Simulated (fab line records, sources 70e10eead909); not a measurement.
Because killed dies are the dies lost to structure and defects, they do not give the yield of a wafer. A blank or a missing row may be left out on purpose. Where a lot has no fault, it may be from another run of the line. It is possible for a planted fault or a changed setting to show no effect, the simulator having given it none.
Matching of chambers | flow nandHarc | 4 sister chambers for NHARC_THIN_TSV_CMP_01 on cmp-01
The step polishes. 4 wafers are shown with their chamber, then 6 later ones without.

WAFERS WITH THEIR CHAMBER
wafer  | chamber | motorCurrentA (A)
L675.3 | 1       | 12.7
L680.4 | 2       | 13.0
L680.5 | 0       | 11.4
L681.5 | 3       | 13.8

WAFERS WITHOUT THEIR CHAMBER
wafer  | motorCurrentA (A)
L681.6 | 14.2
L684.5 | 11.1
L684.6 | 12.8
L693.3 | 12.7
L693.5 | 13.7
L693.6 | 11.8

CHAMBER TAKEN BY EACH
wafer  | from the rows above     | in truth
L681.6 | 3                       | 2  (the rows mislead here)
L684.5 | 0                       | 0
L684.6 | can't be placed: 1 or 2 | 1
L693.3 | can't be placed: 1 or 2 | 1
L693.5 | 3                       | 3
L693.6 | can't be placed: 0 or 1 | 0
Correct placement for 2 of the 6. Not placeable from these rows: 3 (in 3, the candidates include the true chamber). Placed wrongly: 1.
How it was worked out, from the rows above alone: a wafer's distance from a chamber is the root of the sum, over the readings, of the square of ((its reading less the chamber's mean) divided by the reading's scatter). If the next closest chamber is less than 2 further off than the closest, the wafer can't be placed; otherwise it belongs to the closest. For every chamber, the mean is computed from those of its wafers that are shown. The scatter: with one shown wafer a chamber, the root of the mean of the squares of how far each hidden wafer lies from its nearest shown one.
